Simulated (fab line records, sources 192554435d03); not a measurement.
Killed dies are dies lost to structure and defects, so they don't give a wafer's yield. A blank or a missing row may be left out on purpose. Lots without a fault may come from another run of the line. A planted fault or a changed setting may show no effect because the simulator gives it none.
Chamber matching | flow n5_finfet | N5_BEOL_M14_DESCUM_33 on rie_diel-04: 4 sister chambers
The step chemistry O2, time 7.9 s. 14 wafers are shown with their chamber, then 7 later ones without.

WAFERS WITH THEIR CHAMBER
wafer  | chamber | showerhead_plenum_p_Torr (Torr) | drypump_motor_current_A (A) | oes_product_au (a.u.)
L502.2 | 2       | 2.07                            | 6.3                         | 0.99
L502.5 | 1       | 2.17                            | 5.7                         | 0.73
L502.6 | 0       | 2.21                            | 5.5                         | 0.85
L504.3 | 0       | 2.21                            | 5.5                         | 0.85
L504.5 | 1       | 2.17                            | 5.7                         | 0.72
L504.6 | 0       | 2.21                            | 5.5                         | 0.85
L503.3 | 2       | 2.07                            | 6.2                         | 0.96
L503.4 | 1       | 2.17                            | 5.7                         | 0.73
L503.5 | 1       | 2.17                            | 5.7                         | 0.73
L508.2 | 1       | 2.17                            | 5.7                         | 0.72
L508.5 | 1       | 2.17                            | 5.7                         | 0.72
L508.6 | 2       | 2.06                            | 6.3                         | 0.94
L510.1 | 3       | 2.00                            | 5.5                         | 0.77
L510.4 | 1       | 2.17                            | 5.7                         | 0.72

SIGNATURES (means of the wafers above)
reading                  | chamber 0 | chamber 1 | chamber 2 | chamber 3 | scatter within a chamber
showerhead_plenum_p_Torr | 2.2100    | 2.1700    | 2.0667    | 2.0000    | 0.00258
drypump_motor_current_A  | 5.500     | 5.700     | 6.267     | 5.500     | 0.0258
oes_product_au           | 0.8500    | 0.7243    | 0.9633    | 0.7700    | 0.012
Rule: a wafer's distance from a chamber is the root of the sum, over the readings, of the square of ((its reading less the chamber's mean) divided by the reading's scatter). The wafer belongs to the nearest chamber; if the next one is less than 2 further off, it can't be placed. The scatter: the root of (the sum of the squares of (reading less its chamber's mean) over the shown wafers, divided by (wafers less chambers)).

WAFERS WITHOUT THEIR CHAMBER
wafer  | showerhead_plenum_p_Torr (Torr) | drypump_motor_current_A (A) | oes_product_au (a.u.)
L510.6 | 2.17                            | 5.7                         | 0.72
L513.1 | 2.17                            | 5.7                         | 0.72
L513.2 | 2.21                            | 5.5                         | 0.84
L513.4 | 2.06                            | 6.3                         | 0.92
L516.1 | 2.20                            | 5.5                         | 0.81
L516.2 | 2.06                            | 6.2                         | 0.91
L516.4 | 2.00                            | 5.6                         | 0.76

WHICH CHAMBER EACH WENT THROUGH
wafer  | from the rows above | in truth
L510.6 | 1                   | 1
L513.1 | 1                   | 1
L513.2 | 0                   | 0
L513.4 | 2                   | 2
L516.1 | 0                   | 0
L516.2 | 2                   | 2
L516.4 | 3                   | 3
Placed correctly: 7 of 7. Can't be placed from these rows: 0. Placed wrongly: 0.
